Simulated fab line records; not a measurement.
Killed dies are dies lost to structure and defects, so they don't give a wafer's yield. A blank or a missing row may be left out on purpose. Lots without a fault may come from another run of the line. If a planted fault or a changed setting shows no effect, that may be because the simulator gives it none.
fab line records -- flow nand-harc
record: lots: 6, wafers: 18, last-day: 34
route steps=1302 shown A_M0@1162 A_M1@1169 END@1302
lots untouched by any fault: they come from a run of this same line in which no faults occurred
start-h: the number of hours between the record's first day and the start of the first shown wafer of the lot -- wait-h: hours from the lot's prior step to this one -- " as in the row above -- L1.1+2: several wafers, shown together as one row -- - no value present, or no start provided -- * or withheld: withheld -- < > ~ a bound
route shown NAME@n: NAME is a module with steps in the file, n the number in the route of the first one -- usual: the fault-free wafers' mean and standard deviation -- same: alike in all rows -- chamber/n: place in a boat -- sites: per-site readings -- _std_site: standard deviation across them -- _edge_site: mean of outer sites minus mean of inner sites -- radius-mm: for every site, how far away it sits from the centre of the wafer -- mask NAME#n: copy n -- behind: tool/chamber where the wafer was last shaped -- hold: cause of the lot's hold/its duration in hours/its outcome -- device: names the non-switching transistor (n, p or np) -- end of line: the tests these same wafers got at the end of their route -- step lacking rows: just its recipe -- killed: dies lost to structure and defects at the first sort, not the wafer's yield -- map: dies across one wafer; x = killed, . = not, _ = none there
set.NAME: the run value of the setting; set.NAME@STEP: its run value at that earlier step -- model.NAME: the simulator's own value behind a step, which no gauge read
certain route steps with their lots: each step a table, each wafer a row
services: from which hour (start-h, from the record's first day; less than 0 if before it) a tool's chamber was out of use, for how many hours, and why
== steps ==
step: NHARC_A_M0_CMP_23
recipe: t-overpolish-s: 20, target-thk-nm: 113.75
usual: motor-current-A: 10.9/1, time-to-endpoint-s: 28.4/2
lot.wafer,tool,chamber,start-h,wait-h,motor-current-A,time-to-endpoint-s
L407.1,cmp-03,1,567.48,-,12.5,29.2
L407.2,cmp-03,3,567.48,-,10.9,28.5
L407.6,cmp-03,0,567.48,-,10.8,29.7
L408.1,cmp-04,1,596.75,-,9.1,31.0
L408.4,cmp-04,3,596.75,-,11.4,24.7
L408.5,cmp-04,1,596.75,-,9.9,30.0
L411.2,cmp-04,3,618.80,-,11.9,28.1
L411.1,cmp-04,2,618.80,-,11.0,24.8
L411.5,cmp-04,3,618.80,-,12.4,24.3
L422.1,cmp-04,3,730.13,-,11.3,27.5
L422.3,cmp-04,0,730.13,-,10.0,29.8
L422.6,cmp-04,2,730.13,-,11.3,30.4
L423.3,cmp-03,2,731.17,-,10.2,29.0
L423.1,cmp-03,0,731.17,-,11.2,25.3
L423.5,cmp-03,1,731.17,-,12.8,27.1
L424.3,cmp-01,3,760.52,-,10.6,26.7
L424.1,cmp-01,2,760.52,-,11.4,28.8
L424.5,cmp-01,0,760.52,-,11.3,30.6
step: NHARC_A_M0_THK_MEAS_24
recipe: thk-meas-gauge: xrf
usual: thk-nm: 114.0/1.4
lot.wafer,tool,chamber,start-h,wait-h,thk-nm
L407.1,film-metro-01,-,567.76,-,115.6
L407.2,film-metro-01,-,567.76,-,114.3
L407.6,film-metro-01,-,567.76,-,112.1
L408.1,film-metro-01,-,597.04,-,116.0
L408.4,film-metro-01,-,597.04,-,115.5
L408.5,film-metro-01,-,597.04,-,114.9
L411.1,film-metro-01,-,619.11,-,112.4
L411.2,film-metro-01,-,619.11,-,112.1
L411.5,film-metro-01,-,619.11,-,111.4
L422.1,film-metro-02,-,730.39,-,114.3
L422.3,film-metro-02,-,730.39,-,111.1
L422.6,film-metro-02,-,730.39,-,112.9
L423.1,film-metro-01,-,731.46,-,114.3
L423.3,film-metro-01,-,731.46,-,112.5
L423.5,film-metro-01,-,731.46,-,114.0
L424.1,film-metro-02,-,760.84,-,112.9
L424.3,film-metro-02,-,760.84,-,115.9
L424.5,film-metro-02,-,760.84,-,113.9
step: NHARC_A_M0_SRD_25
step: NHARC_A_M0_INSPECT_27
usual: raw-defect-count: 555/110
lot.wafer,tool,chamber,start-h,wait-h,raw-defect-count
L407.1,defect-inspect-02,-,567.92,0.0,735
L407.2,defect-inspect-02,-,567.92,0.0,492
L407.6,defect-inspect-02,-,567.92,0.0,528
L408.1,defect-inspect-01,-,597.19,0.0,440
L408.4,defect-inspect-01,-,597.19,0.0,438
L408.5,defect-inspect-01,-,597.19,0.0,470
L411.1,defect-inspect-01,-,619.27,0.0,602
L411.2,defect-inspect-01,-,619.27,0.0,463
L411.5,defect-inspect-01,-,619.27,0.0,507
L422.1,defect-inspect-02,-,730.55,0.0,466
L422.3,defect-inspect-02,-,730.55,0.0,552
L422.6,defect-inspect-02,-,730.55,0.0,491
L423.1,defect-inspect-01,-,731.62,0.0,571
L423.3,defect-inspect-01,-,731.62,0.0,402
L423.5,defect-inspect-01,-,731.62,0.0,524
L424.1,defect-inspect-01,-,760.99,0.0,559
L424.3,defect-inspect-01,-,760.99,0.0,938
L424.5,defect-inspect-01,-,760.99,0.0,571
step: NHARC_A_M0_PRE_CLEAN_31
recipe: time-s: 12, temp-c: 370, rf-power-w: 300, gas: NH3
usual: heater-power-w: 588/79, rf-fwd-power-W: 292.7/0.92
lot.wafer,tool,chamber,start-h,wait-h,heater-power-w,rf-fwd-power-W
L407.1,pecvd-02,1,567.98,0.1,521,291.8
L407.2,pecvd-02,2,567.98,0.1,459,292.7
L407.6,pecvd-02,1,567.98,0.1,507,292.4
L408.1,pecvd-01,1,597.27,0.1,525,291.5
L408.5,pecvd-01,0,597.27,0.1,673,292.5
L408.4,pecvd-01,2,597.27,0.1,620,294.5
L411.2,pecvd-01,0,619.37,0.1,622,291.7
L411.1,pecvd-01,1,619.37,0.1,546,293.3
L411.5,pecvd-01,1,619.37,0.1,559,293.8
L422.1,pecvd-02,0,730.66,0.1,589,292.4
L422.3,pecvd-02,1,730.66,0.1,531,292.8
L422.6,pecvd-02,0,730.66,0.1,584,292.8
L423.3,pecvd-01,0,731.70,0.1,596,292.3
L423.1,pecvd-01,1,731.70,0.1,550,294.3
L423.5,pecvd-01,0,731.70,0.1,610,293.4
L424.1,pecvd-03,0,761.07,0.1,644,292.4
L424.3,pecvd-03,1,761.07,0.1,772,292.5
L424.5,pecvd-03,2,761.07,0.1,637,292.5
step: NHARC_A_M0_DEP_32
recipe: target-thk-a: 300, temp-c: 370, target-thk-nm: 30, pressure-torr: 3, flow-sccm: 200, rf-w: 450, material: SiCN
usual: heater-power-w: 529/85, rf-fwd-power-W: 449.0/1.2
lot.wafer,tool,chamber,start-h,wait-h,heater-power-w,rf-fwd-power-W
L407.1,pecvd-02,1,568.06,0.1,448,447.8
L407.2,pecvd-02,2,568.06,0.1,360,450.4
L407.6,pecvd-02,1,568.06,0.1,455,449.1
L408.1,pecvd-01,1,597.38,0.1,484,448.0
L408.5,pecvd-01,0,597.38,0.1,542,448.7
L408.4,pecvd-01,2,597.38,0.1,459,446.7
L411.2,pecvd-01,0,619.48,0.1,636,450.8
L411.1,pecvd-01,1,619.48,0.1,513,447.2
L411.5,pecvd-01,1,619.48,0.1,521,447.0
L422.1,pecvd-02,0,730.74,0.1,462,450.4
L422.3,pecvd-02,1,730.74,0.1,486,448.7
L422.6,pecvd-02,0,730.74,0.1,467,449.5
L423.3,pecvd-01,0,731.81,0.1,617,450.4
L423.1,pecvd-01,1,731.81,0.1,464,449.5
L423.5,pecvd-01,0,731.81,0.1,620,449.2
L424.1,pecvd-03,0,761.18,0.1,491,448.6
L424.3,pecvd-03,1,761.18,0.1,713,448.2
L424.5,pecvd-03,2,761.18,0.1,571,450.2
step: NHARC_A_M1_DEP_00
recipe: target-thk-a: 1825, target-thk-nm: 182.5, temp-c: withheld, pressure-torr: 5, flow-sccm: 200, rf-w: 600, material: SiOC
step: NHARC_A_M1_DEHYDRATE_01
recipe: temp-c: 150, time-s: 120
step: NHARC_A_M1_HMDS_02
recipe: time-s: 30
step: NHARC_A_M1_COAT_34
recipe: temp-c: 200, time-s: 65
step: NHARC_A_M1_COAT_03
recipe: spin-rpm: 1500, resist-thk-nm: 90
step: NHARC_A_M1_SOFTBAKE_04
recipe: temp-c: 105, time-s: 55
usual: heater-power-total-W: 188.46/0.13
lot.wafer,tool,chamber,start-h,wait-h,heater-power-total-W
L407.1,litho-track-04,0,568,-,188.30
L407.2,litho-track-04,0,568,-,188.32
L407.6,litho-track-04,0,568,-,188.34
L408.1,litho-track-06,0,598,-,188.49
L408.4,litho-track-06,0,598,-,188.60
L408.5,litho-track-06,0,598,-,188.54
L411.1,litho-track-04,0,620,-,188.48
L411.2,litho-track-04,0,620,-,188.44
L411.5,litho-track-04,0,620,-,188.44
L422.1,litho-track-06,0,731,-,222.90
L422.3,litho-track-06,0,731,-,222.61
L422.6,litho-track-06,0,731,-,222.68
L423.1,litho-track-06,0,733,-,222.74
L423.3,litho-track-06,0,733,-,222.45
L423.5,litho-track-06,0,733,-,222.66
L424.1,litho-track-04,0,761,-,188.34
L424.3,litho-track-04,0,761,-,188.45
L424.5,litho-track-04,0,761,-,188.37
step: NHARC_A_M1_EBR_05
step: NHARC_END_SORT_01
recipe: temp-c: 25
usual: defect-limited-yield: 91/3.1, killed-at-array: 56/21, killed-at-other: 1.2/1.6, killed-at-periphery: 3.7/2.5, killed-dies: 61/21, killed-open: 3.1/1.8, killed-short: 2.8/1.7
same: gross-dies: 677
lot.wafer,tool,chamber,start-h,wait-h,defect-limited-yield[%],killed-at-array,killed-at-other,killed-at-periphery,killed-dies,killed-open,killed-short
L408.1,prober-02,0,634.08,2.4,87,78,5,3,86,2,2
L408.4,prober-02,0,636.49,3.4,87,86,0,2,88,3,4
L408.5,prober-02,0,637.29,3.7,89,68,0,5,73,5,2
killed by level:class
L408.1 A_CHANNEL_HOLE_D2:chamber-film-flake=32 A_SLIT:chamber-film-flake=27 A_CONTACT:chamber-film-flake=4 THIN_TSV:chamber-film-flake=4 A_DECK1_JOINT:chamber-film-flake=3 A_CHANNEL_HOLE_D1:chamber-film-flake=3 A_CHANNEL_FILL_D2:chamber-film-flake=3 P_GATE:chamber-film-flake=2
L408.4 A_CHANNEL_HOLE_D2:chamber-film-flake=37 A_SLIT:chamber-film-flake=24 A_CONTACT:chamber-film-flake=6 A_CHANNEL_HOLE_D1:chamber-film-flake=3 A_CHANNEL_FILL_D1:chamber-film-flake=3 A_WL_FILL:geometric-particle:short=2 A_DECK1_JOINT:chamber-film-flake=2 A_CHANNEL_FILL_D2:chamber-film-flake=2
L408.5 A_CHANNEL_HOLE_D2:chamber-film-flake=29 A_SLIT:chamber-film-flake=19 A_CONTACT:chamber-film-flake=5 A_CHANNEL_HOLE_D1:chamber-film-flake=4 P_CONTACT:geometric-particle:open=2 A_DECK1_JOINT:chamber-film-flake=2 A_WL_FILL:chamber-film-flake=2 A_ONON_D2:geometric-particle:short=1
== services ==
tool,chamber,start-h,hours,kind
pecvd-03,-,547.35,13.0,pm
litho-track-04,-,553.00,7.0,pm
cmp-03,-,554.17,4.0,pm
cmp-01,-,564.98,1.5,repair
cmp-01,-,577.53,4.0,pm
pecvd-03,0,588.85,17.7,repair
pecvd-02,-,589.71,13.0,pm
cmp-04,-,596.94,1.1,repair
cmp-04,-,601.33,4.0,pm
cmp-04,-,616.70,0.9,repair
cmp-04,-,631.40,0.9,repair
cmp-04,-,642.85,0.4,repair
cmp-03,-,652.17,4.0,pm
pecvd-01,-,673.00,13.0,pm
cmp-01,-,675.53,4.0,pm
cmp-04,-,683.49,2.2,repair
cmp-01,-,687.23,3.0,repair
cmp-04,-,699.33,4.0,pm
cmp-01,-,701.16,1.3,repair
litho-track-06,-,704.00,7.0,pm
cmp-01,-,705.20,2.8,repair
litho-track-04,-,728.00,7.0,pm
pecvd-03,-,728.35,13.0,pm
cmp-03,-,750.17,4.0,pm
== key ==
first-sign: step: NHARC_A_M1_SOFTBAKE_04, reading: heater-power-total-W, direction: up, sigmas: 99+, usual: *, struck: *
effect none on later readings
met-at NHARC_A_M1_SOFTBAKE_04
struck-wafers L422.1,L422.3,L422.6,L423.1,L423.3,L423.5
onset-between 598 731
fault: kind: process-parameter-drift, tool: litho-track-06, chamber: -, onset-h: 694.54, steps: NHARC_A_M1_SOFTBAKE_04, channel: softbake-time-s, offset: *, shape: step, end-h: 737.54, acts-in: *, stated: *
